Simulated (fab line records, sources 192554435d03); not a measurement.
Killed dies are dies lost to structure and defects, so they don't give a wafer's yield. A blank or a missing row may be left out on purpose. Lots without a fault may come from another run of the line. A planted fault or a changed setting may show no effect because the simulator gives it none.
Chamber matching | flow n5_finfet | N5_BEOL_M11_ETCH_66 on rie_diel-06: 4 sister chambers
The step etches SOC in N2/H2, target depth 120 nm, overetch 24 nm, time 180 s. 4 wafers are shown with their chamber, then 12 later ones without.

WAFERS WITH THEIR CHAMBER
wafer  | chamber | showerhead_plenum_p_Torr (Torr)
L087.6 | 3       | 2.63
L090.3 | 2       | 2.64
L090.4 | 0       | 2.40
L090.6 | 1       | 2.48

WAFERS WITHOUT THEIR CHAMBER
wafer  | showerhead_plenum_p_Torr (Torr)
L093.1 | 2.48
L093.3 | 2.40
L093.4 | 2.64
L095.2 | 2.62
L095.3 | 2.64
L095.5 | 2.48
L094.1 | 2.62
L094.5 | 2.62
L094.6 | 2.40
L096.1 | 2.39
L096.2 | 2.62
L096.5 | 2.64

WHICH CHAMBER EACH WENT THROUGH
wafer  | from the rows above     | in truth
L093.1 | 1                       | 1
L093.3 | 0                       | 0
L093.4 | can't be placed: 2 or 3 | 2
L095.2 | can't be placed: 3 or 2 | 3
L095.3 | can't be placed: 2 or 3 | 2
L095.5 | 1                       | 1
L094.1 | can't be placed: 3 or 2 | 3
L094.5 | can't be placed: 3 or 2 | 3
L094.6 | 0                       | 0
L096.1 | 0                       | 0
L096.2 | can't be placed: 3 or 2 | 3
L096.5 | can't be placed: 2 or 3 | 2
Placed correctly: 5 of 12. Can't be placed from these rows: 7 (the true chamber is among the candidates in 7). Placed wrongly: 0.
How it was worked out, from the rows above alone: a wafer's distance from a chamber is the root of the sum, over the readings, of the square of ((its reading less the chamber's mean) divided by the reading's scatter). The wafer belongs to the nearest chamber; if the next one is less than 2 further off, it can't be placed. A chamber's mean is the mean of its shown wafers. The scatter: with one shown wafer a chamber, the root of the mean of the squares of how far each hidden wafer lies from its nearest shown one.
